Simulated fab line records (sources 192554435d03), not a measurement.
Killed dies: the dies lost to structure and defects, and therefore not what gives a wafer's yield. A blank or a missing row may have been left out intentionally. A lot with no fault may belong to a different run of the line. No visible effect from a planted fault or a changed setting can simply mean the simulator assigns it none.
Split-lot experiment -- flow n5 finfet -- 39 wafers read from 7 lots, route of 1938 steps

## THE SPLIT
At N5_DUMMY_GATE_ETCH_42 (etches SiO2 in CHF3/O2, target depth 3.5 nm, time 31 s), the setting bias w was moved away from the recipe's 12 W on 15 of the 39 wafers read, by -18.3% to +14.7%. For the rest of the wafers, this setting stayed at what the recipe calls for.

The split's own step is where the reading is taken.

## THE READING
rf vpp V, in V, at N5_DUMMY_GATE_ETCH_42 (etches SiO2 in CHF3/O2, target depth 3.5 nm, time 31 s). Typical for fault-free wafers on this fab line: 42.4 V, with standard deviation 0.88 V.

wafer,"tool, chamber at the split","bias w as run, W",against the recipe,"rf vpp V, V",against lot-mates on the recipe
L078.1,"rie diel-02, 2",13.77,+14.7%,45.8,+2.5
L078.2,"rie diel-02, 0",13.77,+14.7%,47.5,+4.2
L078.3,"rie diel-02, 3",13.77,+14.7%,48.1,+4.8
L078.4,"rie diel-02, 1",12,recipe,43.0,-
L078.5,"rie diel-02, 3",12,recipe,43.2,-
L078.6,"rie diel-02, 0",12,recipe,43.6,-
L079.1,"rie diel-01, 0",9.803,-18.3%,36.5,-7.2
L079.2,"rie diel-01, 3",9.803,-18.3%,37.2,-6.5
L079.3,"rie diel-01, 2",12,recipe,42.2,-
L079.4,"rie diel-01, 1",12,recipe,44.9,-
L079.5,"rie diel-01, 1",12,recipe,43.9,-
L079.6,"rie diel-01, 0",9.803,-18.3%,37.4,-6.3
L080.1,"rie diel-06, 2",11.05,-7.9%,38.4,-4.0
L080.2,"rie diel-06, 1",12,recipe,43.7,-
L080.3,"rie diel-06, 3",11.05,-7.9%,39.9,-2.5
L080.4,"rie diel-06, 0",11.05,-7.9%,42.2,-0.2
L080.5,"rie diel-06, 2",12,recipe,42.2,-
L080.6,"rie diel-06, 3",12,recipe,41.4,-
L083.1,"rie diel-06, 0",12,recipe,43.5,-
L083.2,"rie diel-06, 3",12,recipe,42.4,-
L083.3,"rie diel-06, 1",12,recipe,42.6,-
L083.4,"rie diel-06, 2",12,recipe,40.9,-
L083.5,"rie diel-06, 1",12,recipe,42.3,-
L083.6,"rie diel-06, 0",12,recipe,43.5,-
L090.1,"rie diel-02, 2",10.46,-12.8%,38.4,-4.2
L090.2,"rie diel-02, 3",12,recipe,42.2,-
L090.3,"rie diel-02, 1",10.46,-12.8%,38.3,-4.3
L090.4,"rie diel-02, 0",12,recipe,42.9,-
L090.5,"rie diel-02, 1",12,recipe,42.7,-
L090.6,"rie diel-02, 0",10.46,-12.8%,37.3,-5.3
L091.1,"rie diel-02, 1",12,recipe,42.1,-
L091.2,"rie diel-02, 0",12,recipe,43.8,-
L091.5,"rie diel-02, 1",12,recipe,42.2,-
L095.1,"rie diel-01, 1",10.95,-8.8%,40.3,-2.0
L095.2,"rie diel-01, 0",12,recipe,41.6,-
L095.3,"rie diel-01, 2",12,recipe,42.1,-
L095.4,"rie diel-01, 3",10.95,-8.8%,38.8,-3.5
L095.5,"rie diel-01, 1",12,recipe,43.2,-
L095.6,"rie diel-01, 0",10.95,-8.8%,39.2,-3.1

FIT RESULTS
A straight line over all 39 wafers: rf vpp V changes by +0.323 V for each +1% of bias w; r = +0.94; the points scatter about the line by 0.96 V.
The same after taking each lot's own level away (the mean of its wafers on the recipe; 39 wafers): +0.322 V for each +1%; r = +0.94; scatter 0.92 V.
Per that fit: largest bias w move, reading shift of 5.9 V.
Measured against the standard deviation above, the lots' own levels, which go from 42.30 to 43.67 V, span 1.6 times it.
The two slopes agree, so the slope changes little with the lot-to-lot level.
Check: -5.86 V against its lot-mates is what the line predicts for one of the wafers moved furthest among these (-18.3%) when that wafer is left out of the fit. It came out at -7.17 V against them.
Tool readings at the split's step, against how far the setting was moved: rf vpp V r = +0.94.

## ADDITIONAL SPLITS CARRIED BY THESE WAFERS
Other splits were also applied to these wafers ahead of the reading. Each is held against what the fit with the lots' levels taken away leaves over:
other split on the same wafers,wafers away from the commonest value,r with rf vpp V (lot level and that fit taken away)
N5_DUMMY_GATE_ETCH_32 time s,15,-0.01

## THE FILE'S OWN FIT
rf vpp V changes by +0.327 V for each +1% of bias w, r = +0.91.
